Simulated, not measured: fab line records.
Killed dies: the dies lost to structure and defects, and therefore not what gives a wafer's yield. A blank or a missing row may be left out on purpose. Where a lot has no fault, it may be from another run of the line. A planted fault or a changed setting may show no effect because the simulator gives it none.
Comparing a struck lot with a sound one | flow n5_finfet | 37 out of 1938 route steps
Sound: wafers L444.3, L444.5, L444.6. The struck wafers were L457.3, L457.4, L457.5. The cause is given at the end.
At each step with rows: each side's tool, then ch and its chambers, then its first start. Under that, the readings that differ: sound wafers | struck wafers | difference of the means | sigmas: that difference in standard deviations of wafers without a fault.
alike: same words and numbers on both sides, and readings whose means sit less than 2 such deviations apart. not compared: any withheld reading, any reading some wafer has no value for, any bound like >300 that may hide the same value, and any number with overlapping values for which the record gives no deviation.
Wherever a step has rows on one side only, a row that says differs or no value, or a row with sigmas, the two part there. Numbers that have no deviation but don't overlap get no sigmas and don't part them. A reading that every wafer of one side lacks parts them only if that side has two wafers or more.

first, 9 steps without rows for these wafers: N5_BEOL_M4_ANNEAL_95 (time 240 s); N5_BEOL_M4_SPUTTER_96 (material Cu, target thk 4.5 nm, time 8.29 s); N5_BEOL_M4_ECD_50 (material Cu, target thk 300 nm); N5_BEOL_M4_ANNEAL_51 (time 90 s); N5_BEOL_M4_CMP_52 (polishes, stops on SiOC, t overpolish 6.8 s, target thk 40 nm); N5_BEOL_M4_PRE_CLEAN_60 (time 15 s); N5_BEOL_M4_CO_CAP_55 (material Co, precursor CCTBA/H2, target thk 2 nm, time 102.1 s); N5_BEOL_M4_PRE_CLEAN_56 (time 15 s); N5_BEOL_M4_DEP_57 (deposits SiCN from 3MS/NH3, target thk 8 nm, time 14 s).
N5_BEOL_M4_RC_MEAS_101:
  sound on prober-01 ch 0, day 11 01:32; struck on prober-01 ch 0, day 14 20:13
  alike: DIBL_N, DIBL_P, IOFF_N, IOFF_P, ION_N, ION_P, SS_N, SS_P, VT_N, VT_P
N5_BEOL_M5_ILD_DEP_00: deposits SiCOH lowk from DEMS/porogen, target thk 140.64 nm, time 25.9 s.
  sound on pecvd-03 ch 0,1,2, day 11 02:11; struck on pecvd-01 ch 0,1,2, day 14 20:52
  reading                                            | sound             | struck       | difference | sigmas
  model.SiCOH_lowk_of_BEOL_M5_ILD_DEP_00.thk_nm (nm) | 140.2 143.6 140.4 | 46.8 50.4 49 | -92.7      |
  alike: heater_power_w, showerhead_plenum_p_Torr, throttle_valve_pct
then, 1 step without rows for these wafers: N5_BEOL_M5_CURE_79 (cures SiCOH lowk, time 240 s).
N5_BEOL_M5_THK_MEAS_01:
  struck on film_metro-02, day 14 21:26; sound on film_metro-01, day 11 03:14
  reading         | sound             | struck         | difference | sigmas
  M5_ILD_THK (nm) | 120.7 123.5 120.8 | 40.1 43.1 42.0 | -79.9      | -53
then, 22 steps without rows for these wafers: N5_BEOL_M5_PECVD_70 (deposits SiO2 from TEOS/O2, target thk 16 nm, time 18 s); N5_BEOL_M5_HM_DEP_02 (deposits TiN, target thk 20 nm); N5_BEOL_M5_COAT_59 (time 60 s, resist thk 60 nm); N5_BEOL_M5_COAT_60 (time 60 s, resist thk 12 nm); N5_BEOL_M5_COAT_71 (time 60 s, resist thk 5 nm); N5_BEOL_M5_COAT_05 (resist thk 30 nm); N5_BEOL_M5_EBR_07; N5_BEOL_M5_SOFTBAKE_06 (time 60 s); N5_BEOL_M5_EXPOSE_08 (exposes mask M5, target cd 28 nm); N5_BEOL_M5_PEB_09 (peb time 60 s); N5_BEOL_M5_DEVELOP_10 (develop time 30 s); N5_BEOL_M5_DESCUM_16 (chemistry O2, time 7 s); N5_BEOL_M5_ETCH_72 (etches underlayer in N2/H2, target depth 6.5 nm, time 5.2 s); N5_BEOL_M5_ETCH_61 (etches SiARC in CF4, target depth 15.6 nm, time 26 s); N5_BEOL_M5_ETCH_62 (etches SOC in N2/H2, target depth 75 nm, overetch 15 nm, time 112.5 s); N5_BEOL_M5_STRIP_63 (strips in N2/H2); N5_BEOL_M5_STRIP_73 (strips in N2/H2); N5_BEOL_M5_STRIP_64 (strips in CF4); N5_BEOL_M5_HM_OPEN_17 (chemistry Cl2/BCl3, target TiN, target depth 20 nm, overetch 6 nm); N5_BEOL_M5_STRIP_19 (strips in O2); N5_BEOL_M5_COAT_65 (time 60 s, resist thk 60 nm); N5_BEOL_M5_COAT_66 (time 60 s, resist thk 12 nm).
N5_BEOL_M5_CMP_52: polishes, stops on SiCOH lowk, t overpolish 6.9 s, target thk 62 nm.
  sound on cmp-02 ch 1,2, day 11 14:12; struck on cmp-04 ch 0,1,2, day 15 09:17
  reading                                            | sound             | struck       | difference | sigmas
  model.SiCOH_lowk_of_BEOL_M5_ILD_DEP_00.thk_nm (nm) | 117.6 120.6 117.8 | 37.2 40.2 39 | -79.9      |
  alike: clearing_platen_down_force_psi, motor_current_A
-- a jump in the record: the struck wafers' starts before and after are 3 days apart (it breaks off in module BEOL_M5 and resumes in module PASSIVATION, where the first step shown is number 1936 of the route) --
N5_PASSIVATION_PROBE_49:
  record: rows for the struck wafers here (prober-01, day 18 20:10), none for the sound ones

== WHERE THEY PART ==
At N5_BEOL_M5_THK_MEAS_01 first; at N5_PASSIVATION_PROBE_49 last (within this record only).

WHY: what the simulator had put in
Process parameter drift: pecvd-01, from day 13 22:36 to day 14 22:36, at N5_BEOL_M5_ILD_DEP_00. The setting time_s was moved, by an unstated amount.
